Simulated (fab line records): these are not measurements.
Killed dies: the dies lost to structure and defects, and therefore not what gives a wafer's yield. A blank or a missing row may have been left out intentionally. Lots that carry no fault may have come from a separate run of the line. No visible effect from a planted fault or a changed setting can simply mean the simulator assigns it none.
Which tool was responsible? / flow n5Finfet / 11 lots with 33 wafers sampled at 3 steps, on a route of 1938 steps

WHAT EACH GAUGE READ, for each wafer
N5_MIM_BOT_LITHO_CD_MEAS_08: target cd 3000 nm.
lot=L363; measured=day 11 23:00; on=cdSem-02; cdNm (nm)=3001.3 3001.8 3001.1
lot=L364; measured=day 12 11:37; on=cdSem-03; cdNm (nm)=3000.5 2999.3 3000.6
lot=L366; measured=day 12 11:55; on=cdSem-02; cdNm (nm)=3003.0 3002.2 3001.3
lot=L368; measured=day 12 13:37; on=cdSem-01; cdNm (nm)=2999.0 2999.5 2998.7
lot=L369; measured=day 13 07:19; on=cdSem-01; cdNm (nm)=3001.2 3000.5 3000.2
lot=L370; measured=day 13 17:49; on=cdSem-03; cdNm (nm)=2999.9 2998.7 2999.4
lot=L372; measured=day 14 02:31; on=cdSem-01; cdNm (nm)=2999.7 2999.1 2999.7
lot=L374; measured=day 14 13:40; on=cdSem-03; cdNm (nm)=3000.5 2999.3 3000.0
lot=L382; measured=day 16 10:52; on=cdSem-01; cdNm (nm)=2999.3 2998.9 2999.3
lot=L385; measured=day 17 17:17; on=cdSem-02; cdNm (nm)=3000.5 2999.9 3000.1
lot=L386; measured=day 17 22:47; on=cdSem-03; cdNm (nm)=2998.2 2998.9 2999.2

WHICH TOOL RAN EACH LOT (tool, then ch and the chambers of the sampled wafers, then the start)
lot=L363; N5_GATE_CUT_VAPOR_ETCH_48=rieMetal-02 ch 0,1, day 4 18:02; N5_MIM_TOP_ALD_00=aldHk-01 ch 1,2,3, day 11 20:52
lot=L364; N5_GATE_CUT_VAPOR_ETCH_48=rieMetal-01 ch 0,1, day 4 19:52; N5_MIM_TOP_ALD_00=aldHk-01 ch 0,3, day 12 07:12
lot=L366; N5_GATE_CUT_VAPOR_ETCH_48=rieMetal-01 ch 0,1, day 5 05:41; N5_MIM_TOP_ALD_00=aldHk-03 ch 0,1,3, day 12 07:24
lot=L368; N5_GATE_CUT_VAPOR_ETCH_48=rieMetal-02 ch 0,1, day 5 19:49; N5_MIM_TOP_ALD_00=aldHk-03 ch 0,2,3, day 12 11:23
lot=L369; N5_GATE_CUT_VAPOR_ETCH_48=rieMetal-03 ch 0,1, day 6 00:37; N5_MIM_TOP_ALD_00=aldHk-02 ch 0,2,3, day 13 04:55
lot=L370; N5_GATE_CUT_VAPOR_ETCH_48=rieMetal-02 ch 0,1, day 6 08:26; N5_MIM_TOP_ALD_00=aldHk-02 ch 0,3, day 13 15:44
lot=L372; N5_GATE_CUT_VAPOR_ETCH_48=rieMetal-02 ch 0, day 6 18:57; N5_MIM_TOP_ALD_00=aldHk-01 ch 0,1,3, day 14 00:34
lot=L374; N5_GATE_CUT_VAPOR_ETCH_48=rieMetal-02 ch 0,1, day 7 05:56; N5_MIM_TOP_ALD_00=aldHk-01 ch 2,3, day 14 09:13
lot=L382; N5_GATE_CUT_VAPOR_ETCH_48=rieMetal-03 ch 0,1, day 9 09:54; N5_MIM_TOP_ALD_00=aldHk-01 ch 0,1,2, day 16 06:35
lot=L385; N5_GATE_CUT_VAPOR_ETCH_48=rieMetal-03 ch 0,1, day 10 05:26; N5_MIM_TOP_ALD_00=aldHk-01 ch 0,3, day 17 15:10
lot=L386; N5_GATE_CUT_VAPOR_ETCH_48=rieMetal-01 ch 0,1, day 10 05:48; N5_MIM_TOP_ALD_00=aldHk-02 ch 0,2, day 17 20:35
- N5_GATE_CUT_VAPOR_ETCH_48: etches TiN in BCl3/Cl2.
- N5_MIM_TOP_ALD_00: deposits Al2O3, purge time 3 s, co reactant pulse time 3 s.

THE ANSWER, worked out from the rows above alone
Rule: the lots themselves supply what counts as usual. Put in order of their means at a reading, lots are off if they are a third of the lots or fewer, leave a main group of 4 or more, and stand apart from it by a gap of 3 or more times the standard deviation of the main group's means; of several such gaps the widest counts. If all means in a main group match to the digits the tables above print for the reading, that group is not used. A lot without any number at a reading at which 4 lots or more have one is off too. The other lots that the step has rows for count as sound.
None of the lots is off at any reading shown; this tells nothing.

WHAT THE SIMULATOR PUT IN
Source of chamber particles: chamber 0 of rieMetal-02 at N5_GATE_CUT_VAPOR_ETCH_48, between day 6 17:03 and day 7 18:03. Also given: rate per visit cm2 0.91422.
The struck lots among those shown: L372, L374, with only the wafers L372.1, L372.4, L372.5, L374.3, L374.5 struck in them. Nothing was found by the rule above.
